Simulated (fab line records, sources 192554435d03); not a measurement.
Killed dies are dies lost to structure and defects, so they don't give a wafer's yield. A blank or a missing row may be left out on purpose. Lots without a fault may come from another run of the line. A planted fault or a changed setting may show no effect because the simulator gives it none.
Split-lot experiment | flow n5_finfet | 7 lots, 21 wafers read, on a route of 1938 steps

THE SPLIT
At N5_FIN_CUT_CUT_ETCH_26 (etches SiNx in CH3F/O2, target depth 39 nm, time 55.7 s), the setting time_s was moved away from the recipe's 55.7 s on 8 of the 21 wafers read, by -11.1% to +18.7%. The other wafers ran this setting at the recipe's value.

FROM THE SPLIT TO THE READING: what the file shows between them, 3 steps
- N5_FIN_CUT_CUT_ETCH_27: etches SiO2 in CHF3/O2, target depth 4 nm, overetch 2 nm, time 4.9 s
- N5_FIN_CUT_PRECLEAN_35: cleans in vHF, time 13.3 s
- N5_FIN_CUT_CUT_ETCH_15: etches Si in HBr/Cl2/O2, target depth 100 nm, bt time 10 s, time 42.4 s

THE READING
SOC_of_FIN_CUT_COAT_18.thk_nm (the simulator's own value, which no gauge read), in nm, at N5_FIN_CUT_CUT_ETCH_28 (etches Si in HBr/Cl2/O2, target depth 6 nm, time 2.4 s). The file gives no usual value for it. The 13 wafers here that ran the recipe average 168.6 nm, standard deviation 0.76 nm.

wafer  | tool, chamber at the split | time_s as run, s | against the recipe | SOC_of_FIN_CUT_COAT_18.thk_nm, nm | against lot-mates on the recipe
L075.2 | rie_diel-04, 1             | 55.7             | recipe             | 168                               | -
L075.3 | rie_diel-04, 2             | 52.38            | -6.0%              | 169.8                             | +1.8
L075.4 | rie_diel-04, 0             | 52.38            | -6.0%              | 170                               | +2.0
L077.1 | rie_diel-03, 3             | 49.5             | -11.1%             | 171.4                             | +2.0
L077.3 | rie_diel-03, 2             | 49.5             | -11.1%             | 171                               | +1.6
L077.4 | rie_diel-03, 0             | 55.7             | recipe             | 169.4                             | -
L078.1 | rie_diel-01, 2             | 55.7             | recipe             | 168.2                             | -
L078.3 | rie_diel-01, 3             | 62.16            | +11.6%             | 164.6                             | -3.5
L078.6 | rie_diel-01, 2             | 55.7             | recipe             | 168                               | -
L084.2 | rie_diel-04, 2             | 55.7             | recipe             | 168                               | -
L084.4 | rie_diel-04, 1             | 55.7             | recipe             | 168.8                             | -
L084.6 | rie_diel-04, 3             | 55.7             | recipe             | 169                               | -
L087.1 | rie_diel-01, 1             | 55.7             | recipe             | 168                               | -
L087.5 | rie_diel-01, 3             | 55.7             | recipe             | 167.2                             | -
L087.6 | rie_diel-01, 1             | 55.7             | recipe             | 168.6                             | -
L088.2 | rie_diel-04, 3             | 63.82            | +14.6%             | 165.8                             | -4.0
L088.3 | rie_diel-04, 2             | 55.7             | recipe             | 169.8                             | -
L088.6 | rie_diel-04, 3             | 63.82            | +14.6%             | 165.6                             | -4.2
L091.1 | rie_diel-01, 2             | 55.7             | recipe             | 169.6                             | -
L091.4 | rie_diel-01, 1             | 66.12            | +18.7%             | 165.6                             | -3.9
L091.6 | rie_diel-01, 1             | 55.7             | recipe             | 169.4                             | -

THE FIT
A straight line over all 21 wafers: SOC_of_FIN_CUT_COAT_18.thk_nm changes by -0.213 nm for each +1% of time_s; r = -0.91; the points scatter about the line by 0.76 nm.
The same after taking each lot's own level away (the mean of its wafers on the recipe; 21 wafers): -0.239 nm for each +1%; r = -0.97; scatter 0.51 nm.
On that fit, the largest move of time_s shifts the reading by 4.5 nm.
The lots' own levels span 167.93 to 169.80 nm, that is 2.5 times the standard deviation above.
So the lot-to-lot level changes the slope: the two fits differ.
Check: with one of the wafers moved furthest among these (+18.7%) left out of the fit, the line predicts -4.86 nm for it against its lot-mates. It came out at -3.9 nm against them.

OTHER SPLITS ON THESE WAFERS
These wafers also went through other splits before the reading. Each is held against what the fit with the lots' levels taken away leaves over:
other split on the same wafers  | wafers away from the commonest value | r with SOC_of_FIN_CUT_COAT_18.thk_nm (lot level and that fit taken away)
N5_ZERO_LAYER_PECVD_02 time_s   | 5                                    | +0.18
N5_ZERO_LAYER_EXPOSE_08 dose_mj | 7                                    | -0.21
N5_WELL_APT_EXPOSE_22 dose_mj   | 8                                    | +0.19
N5_WELL_APT_PEB_23 peb_time_s   | 7                                    | +0.30
N5_FIN_SAQP_PECVD_48 time_s     | 8                                    | +0.06
N5_FIN_SAQP_PEB_14 peb_time_s   | 2                                    | -0.15

THE WHOLE CHAIN: every reading that the file lists as answering this split, in the file's order
step                   | what it does                                                            | reading                                                                        | change (the file's fit)               | r (the file's)
N5_FIN_CUT_CUT_ETCH_26 | etches SiNx in CH3F/O2, target depth 39 nm, time 55.7 s                 | etch.depth_nm (the simulator's own value, which no gauge read)                 | +0.415 nm for each +1% of the setting | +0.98
N5_FIN_CUT_CUT_ETCH_26 | etches SiNx in CH3F/O2, target depth 39 nm, time 55.7 s                 | SOC_of_FIN_CUT_COAT_18.thk_nm (the simulator's own value, which no gauge read) | -0.22 nm for each +1% of the setting  | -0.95
N5_FIN_CUT_CUT_ETCH_15 | etches Si in HBr/Cl2/O2, target depth 100 nm, bt time 10 s, time 42.4 s | SOC_of_FIN_CUT_COAT_18.thk_nm (the simulator's own value, which no gauge read) | -0.248 nm for each +1% of the setting | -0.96
N5_FIN_CUT_CUT_ETCH_28 | etches Si in HBr/Cl2/O2, target depth 6 nm, time 2.4 s                  | SOC_of_FIN_CUT_COAT_18.thk_nm (the simulator's own value, which no gauge read) | -0.239 nm for each +1% of the setting | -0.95

THE FILE'S OWN FIT
SOC_of_FIN_CUT_COAT_18.thk_nm changes by -0.239 nm for each +1% of time_s, r = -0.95.
